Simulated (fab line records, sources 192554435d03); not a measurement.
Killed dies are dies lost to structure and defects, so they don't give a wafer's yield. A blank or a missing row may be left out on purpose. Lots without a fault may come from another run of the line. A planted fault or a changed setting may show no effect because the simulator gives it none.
fab line records | flow n5_finfet
record lots=11 wafers=33 last_day=19
route steps=1938 shown BEOL_M7@1318 BEOL_M8@1348
lots that met no fault: from a run of the same line without faults
start_h: hours from the record's first day to the start of the lot's first wafer shown | wait_h: hours since the lot's step before | " the same as in the row above | L1.1+2: a row that stands for several wafers | - no value, or no start given | * or withheld: withheld | < > ~ a bound
route shown NAME@n: a module of which the file shows steps, and the number in the route of the first | usual: mean/standard deviation of fault-free wafers | same: alike in all rows | chamber/n: place in a boat | sites: the reading at each site | _std_site: their standard deviation | _edge_site: outer sites' mean less inner sites' | radius_mm: how far each site lies from the wafer's centre | mask NAME#n: copy n | behind: the tool/chamber that last shaped the wafer | hold: why the lot was held/for how many hours/how that ended | device: the transistor (n, p or np) that didn't switch | end of line: the same wafers' tests at the end of the route | a step without rows: its recipe alone | killed: dies lost to structure and defects at the first sort, not the wafer's yield | map: a wafer's dies, x killed, . not, _ none there
set.NAME: the setting as run; set.NAME@STEP: as run at that earlier step | model.NAME: the simulator's own value behind a step, which no gauge read
steps of the route over a sample of lots; a table a step, a row a wafer
services: from which hour (start_h, from the record's first day; less than 0 if before it) a tool's chamber was out of use, for how many hours, and why
## steps
# step N5_BEOL_M7_DEGAS_44
# recipe ambient=vacuum temp_c=250 time_s=60
# usual heater_power_w=329/34 susceptor_temp_C=250.01/0.18
# columns lot.wafer tool chamber start_h wait_h heater_power_w susceptor_temp_C
L259.1 pvd_sputter-02 - 194.52 2.4 325 250.22
L259.3 " - " " 293 249.82
L259.5 " - " " 310 249.96
L262.1 pvd_sputter-03 - 210.20 0.6 298 250.19
L262.4 " - " " 326 249.73
L262.6 " - " " 317 249.83
L261.1 pvd_sputter-01 - 211.57 0.6 373 250.19
L261.4 " - " " 311 250.15
L261.6 " - " " 374 250.21
L260.2 pvd_sputter-03 - 222.29 0.7 317 249.91
L260.4 " - " " 286 250.26
L260.6 " - " " 295 250.57
L264.2 pvd_sputter-03 - 251.71 0.3 316 249.97
L264.3 " - " " 292 249.99
L264.5 " - " " 302 249.86
L270.2 pvd_sputter-03 - 279.97 0.5 330 249.86
L270.5 " - " " 321 250.17
L270.6 " - " " 296 250.15
L269.2 pvd_sputter-03 - 283.59 1.8 323 249.74
L269.5 " - " " 304 249.84
L269.6 " - " " 297 249.91
L280.2 pvd_sputter-01 - 348.00 0.3 372 249.77
L280.5 " - " " 315 250.04
L280.6 " - " " 375 249.74
L279.3 pvd_sputter-02 - 348.45 0.6 326 250.05
L279.5 " - " " 386 249.80
L279.6 " - " " 304 250.03
L281.1 pvd_sputter-01 - 350.10 0.3 377 249.83
L281.2 " - " " 336 250.02
L281.5 " - " " 382 250.02
L282.3 pvd_sputter-01 - 370.91 0.2 321 249.97
L282.4 " - " " 381 250.29
L282.5 " - " " 331 250.27
# step N5_BEOL_M7_ALD_77
# recipe material=TaN target_thk_a=20 temp_c=275 ald_precursor_family=PDMAT ald_co_reactant=NH3 pressure_torr=3 carrier_flow_sccm=1500 pulse_time_s=2 purge_time_s=3 co_reactant_purge_time_s=2 co_reactant_pulse_time_s=3 ald_cycles=40 precursor_vessel_temp_c=75 precursor_vessel_pressure_torr=26.25 precursor_vessel_carrier_sccm=1000
# usual heater_power_outer_w=225/29 heater_power_w=411/45 precursor_vessel_pressure_torr=26.25/0.055 susceptor_temp_C=274.98/0.17
# columns lot.wafer tool chamber start_h wait_h heater_power_outer_w heater_power_w precursor_vessel_pressure_torr susceptor_temp_C
L259.1 ald_metal-03 1 194.85 0.3 219 435 26.23 274.81
L259.3 " 0 " " 213 362 26.26 275.23
L259.5 " 1 " " 217 411 26.18 275.13
L262.1 ald_metal-04 1 210.30 0.0 222 437 26.16 275.24
L262.4 " 3 " " 204 394 26.18 275.16
L262.6 " 1 " " 217 431 26.31 275.24
L261.1 ald_metal-04 1 211.67 0.0 223 436 26.26 274.89
L261.4 " 3 " " 199 415 26.16 274.78
L261.6 " 2 " " 310 528 26.28 275.00
L260.2 ald_metal-04 1 222.39 0.0 216 445 26.16 274.63
L260.4 " 2 " " 308 528 26.26 275.00
L260.6 " 2 " " 313 530 26.25 275.02
L264.2 ald_metal-02 2 251.81 0.0 205 388 26.26 274.88
L264.3 " 3 " " 207 394 26.22 275.23
L264.5 " 1 " " 241 383 26.29 275.07
L270.2 ald_metal-02 2 280.27 0.2 206 383 26.24 274.95
L270.5 " 0 " " 210 388 26.28 274.96
L270.6 " 1 " " 239 370 26.17 275.24
L269.2 ald_metal-02 1 283.69 0.0 238 373 26.25 275.04
L269.5 " 2 " " 207 391 26.35 275.02
L269.6 " 3 " " 210 406 26.24 275.14
L280.2 ald_metal-02 1 348.23 0.2 246 382 26.21 275.12
L280.5 " 1 " " 241 372 26.24 275.15
L280.6 " 2 " " 206 383 26.26 274.87
L279.3 ald_metal-02 1 348.55 0.0 246 375 26.33 275.00
L279.5 " 1 " " 244 376 26.30 275.02
L279.6 " 2 " " 205 384 26.27 274.89
L281.1 ald_metal-02 3 350.33 0.2 215 405 26.24 274.85
L281.2 " 0 " " 205 394 26.29 275.05
L281.5 " 1 " " 246 371 26.16 274.81
L282.3 ald_metal-04 2 371.01 0.0 303 535 26.29 274.91
L282.4 " 1 " " 222 432 26.18 274.93
L282.5 " 3 " " 201 423 26.17 274.84
# step N5_BEOL_M8_DESCUM_16
# recipe chemistry=O2 time_s=7.9 source_power_w=50 bias_power_w=20 pressure_mtorr=20 rf_frequency_hz=2.712e+07 temp_c=40 resist=CAR-ArF o2_flow_sccm=225
# usual drypump_motor_current_A=5.5/0.34 oes_product_au=0.75/0.073 rf_vpp_V=242.8/1.3 showerhead_plenum_p_Torr=2.08/0.066 throttle_valve_pct=20.59/0.25
# columns lot.wafer tool chamber start_h wait_h drypump_motor_current_A oes_product_au rf_hours_counter_h rf_vpp_V showerhead_plenum_p_Torr throttle_valve_pct
L259.1 rie_diel-06 3 200.48 0.7 5.9 0.74 177 241.3 1.99 20.50
L259.3 " 0 " " 5.2 0.70 214 244.3 2.18 20.96
L259.5 " 2 " " 5.1 0.69 - 244.5 2.14 20.43
L262.1 rie_diel-02 3 217.13 0.2 5.1 0.73 195 246.3 2.18 20.99
L262.4 " 1 " " 5.2 0.76 157 243.6 2.10 20.57
L262.6 " 2 " " 5.3 0.70 - 240.8 1.99 20.93
L261.1 rie_diel-02 0 217.81 0.5 6.1 0.76 169 242.2 2.00 20.29
L261.4 " 1 " " 5.2 0.75 157 243.5 2.10 20.55
L261.6 " 3 " " 5.1 0.73 - 243.4 2.18 21.01
L260.2 rie_diel-01 0 226.94 0.0 5.7 0.82 88 244.4 2.11 20.53
L260.4 " 2 " " 5.6 0.78 115 244.3 2.11 20.63
L260.6 " 3 " " 5.7 0.73 - 242.4 2.06 20.62
L264.2 rie_diel-02 0 258.57 0.0 6.1 0.74 183 242.2 1.99 20.32
L264.3 " 1 " " 5.2 0.74 171 241.9 2.10 20.57
L264.5 " 2 " " 5.3 0.69 - 241.8 1.98 20.96
L270.2 rie_diel-02 3 284.55 0.2 5.1 0.72 216 243.3 2.17 21.04
L270.5 " 1 " " 5.2 0.74 - 242.0 2.10 20.58
L270.6 " 2 " " 5.3 0.69 - 241.9 1.98 20.96
L269.2 rie_diel-06 3 288.34 0.2 5.9 0.73 209 241.6 1.98 20.55
L269.5 " 0 " " 5.2 0.68 - 244.2 2.17 21.00
L269.6 " 3 " " 5.9 0.72 - 240.8 1.98 20.54
L280.2 rie_diel-02 0 351.96 0.0 6.1 0.72 217 241.8 1.98 20.37
L280.5 " 0 " " 6.2 0.72 - 241.1 1.98 20.35
L280.6 " 3 " " 5.1 0.69 - 243.6 2.16 21.07
L279.3 rie_diel-02 3 354.24 0.0 5.1 0.69 244 245.1 2.16 21.06
L279.5 " 3 " " 5.1 0.69 - 245.0 2.16 21.05
L279.6 " 0 " " 6.1 0.72 - 241.3 1.98 20.38
L281.1 rie_diel-01 1 354.91 0.2 5.7 0.82 88 245.3 2.10 20.35
L281.2 " 3 " " 5.7 0.70 245 242.6 2.05 20.69
L281.5 " 0 " " 5.7 0.76 - 242.5 2.09 20.60
L282.3 rie_diel-06 1 374.85 0.0 5.2 0.85 72 242.5 2.02 20.25
L282.4 " 1 " " 5.2 0.85 - 242.2 2.02 20.27
L282.5 " 0 " " 5.2 0.95 - 244.2 2.16 20.57
# step N5_BEOL_M8_COAT_71
# recipe resist=underlayer temp_c=205 time_s=60 spin_rpm=1500 resist_thk_nm=5
# usual heater_power_total_W=391.7/1.3 plate_temp_C=205.01/0.17
# columns lot.wafer tool chamber start_h wait_h heater_power_total_W plate_temp_C
L259.1 litho_track-05 0 201.85 - 391.6 204.86
L259.3 " 0 " " 393.1 204.80
L259.5 " 0 " " 390.2 205.00
L262.1 litho_track-04 0 218.56 - 391.7 205.09
L262.4 " 0 " " 393.2 204.95
L262.6 " 0 " " 389.9 204.87
L261.1 litho_track-02 0 218.68 - 390.6 205.07
L261.4 " 0 " " 390.8 205.01
L261.6 " 0 " " 391.4 204.98
L260.2 litho_track-04 0 228.49 - 391.9 204.93
L260.4 " 0 " " 392.2 205.00
L260.6 " 0 " " 390.4 204.97
L264.2 litho_track-04 0 262.89 - 404.2 209.57
L264.3 " 0 " " 400.3 209.81
L264.5 " 0 " " 404.7 209.74
L270.2 litho_track-04 0 285.90 - 403.4 209.34
L270.5 " 0 " " 401.1 209.53
L270.6 " 0 " " 404.1 209.34
L269.2 litho_track-04 0 292.22 - 400.4 209.53
L269.5 " 0 " " 400.3 209.60
L269.6 " 0 " " 403.8 209.62
L280.2 litho_track-05 0 352.47 - 393.5 204.88
L280.5 " 0 " " 390.4 205.24
L280.6 " 0 " " 392.1 205.08
L279.3 litho_track-04 0 357.08 - 390.6 205.23
L279.5 " 0 " " 390.9 204.83
L279.6 " 0 " " 392.0 205.13
L281.1 litho_track-05 0 357.46 - 389.8 204.92
L281.2 " 0 " " 394.1 204.91
L281.5 " 0 " " 390.5 204.84
L282.3 litho_track-04 0 375.35 - 392.4 204.70
L282.4 " 0 " " 390.3 204.62
L282.5 " 0 " " 391.7 204.59
## services
# columns tool chamber start_h hours kind
rie_diel-02 2 173.19 5.9 repair
rie_diel-06 1 176.21 35.1 repair
rie_diel-02 - 182.74 0.5 repair
ald_metal-04 - 185.82 0.5 repair
rie_diel-02 2 192.53 6.0 repair
ald_metal-02 2 210.49 16.6 repair
rie_diel-06 2 229.79 1.7 repair
ald_metal-02 - 270.46 0.3 repair
ald_metal-03 1 292.37 3.8 repair
ald_metal-02 0 302.41 19.9 repair
rie_diel-02 2 312.22 9.2 repair
rie_diel-06 0 324.90 17.4 repair
rie_diel-06 3 332.84 3.2 repair
ald_metal-03 3 333.98 3.2 repair
ald_metal-03 - 337.25 14.0 pm
rie_diel-02 2 339.33 - clean
rie_diel-02 2 339.33 - consumable_replace:focus_ring
rie_diel-02 2 339.33 - consumable_replace:showerhead
rie_diel-02 2 339.33 25.6 scheduled_down
rie_diel-02 2 339.33 25.6 vent_cycle
ald_metal-04 - 345.73 6.0 pm
rie_diel-02 3 369.76 - clean
rie_diel-02 3 369.76 - consumable_replace:focus_ring
rie_diel-02 1 370.46 5.3 repair
## key
first_sign step=N5_BEOL_M8_COAT_71 reading=plate_temp_C direction=up sigmas=27 usual=* struck=*
effect step=N5_BEOL_M8_COAT_71 reading=heater_power_total_W direction=up sigmas=8 usual=* struck=*
met_at N5_BEOL_M8_COAT_71
struck_lots L264,L269,L270
not_acting_at N5_BEOL_M7_DEGAS_44,N5_BEOL_M7_ALD_77,N5_BEOL_M8_DESCUM_16
onset_between 228.49 262.89
fault kind=process_parameter_drift tool=litho_track-04 chamber=- onset_h=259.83 steps=N5_BEOL_M8_COAT_71 channel=temp_c offset=* shape=step end_h=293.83 acts_in=* stated=*
